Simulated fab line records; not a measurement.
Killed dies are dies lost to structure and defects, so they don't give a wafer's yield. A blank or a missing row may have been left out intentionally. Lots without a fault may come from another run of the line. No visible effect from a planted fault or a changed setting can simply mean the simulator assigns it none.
Chamber matching -- flow nand harc -- rie si-01 running NHARC_P_GATE_ETCH_32: 4 sister chambers
The step etches the open film in HBr/Cl2, target depth 150 nm, time 100.1 s. 8 wafers are shown with their chamber, then 11 later ones without.

## WAFERS WITH THEIR CHAMBER
wafer,chamber,drypump motor current A (A),oes product au (a.u.)
L076.2,0,6.0,0.997
L078.6,3,5.3,1.001
L083.5,1,6.0,0.994
L083.6,2,6.3,1.008
L086.1,0,6.0,1.002
L086.2,2,6.2,1.003
L086.3,3,5.3,1.008
L087.4,1,6.0,0.990

## WAFERS MISSING THEIR CHAMBER
wafer,drypump motor current A (A),oes product au (a.u.)
L087.5,6.2,1.003
L087.6,5.3,0.999
L090.1,6.2,0.999
L090.3,6.0,1.004
L090.5,6.0,0.995
L095.1,6.1,1.011
L095.2,6.3,0.991
L095.5,5.3,1.000
L096.1,6.0,0.993
L096.3,5.3,1.009
L096.6,6.0,1.000

## WHICH CHAMBER EACH WENT THROUGH
wafer,from the rows above,in truth
L087.5,2,2
L087.6,3,3
L090.1,2,2
L090.3,can't be placed: 0 or 1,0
L090.5,can't be placed: 1 or 0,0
L095.1,can't be placed: 0 or 2 or 1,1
L095.2,2,2
L095.5,3,3
L096.1,can't be placed: 1 or 0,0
L096.3,3,3
L096.6,can't be placed: 0 or 1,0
Correct placement for 6 of the 11. From these rows, 5 cannot be placed; in 5 the true chamber is one of the candidates. Number placed wrongly: 0.
How it was worked out, from the rows above alone: a wafer's distance from a chamber is the root of the sum, over the readings, of the square of ((its reading less the chamber's mean) divided by the reading's scatter). If the next closest chamber is less than 2 further off than the closest, the wafer can't be placed; otherwise it belongs to the closest. Each chamber's mean is taken over the wafers shown for it. The scatter: take each reading less its chamber's mean, square it, sum over the shown wafers, divide by the number of wafers less the number of chambers, and take the root.
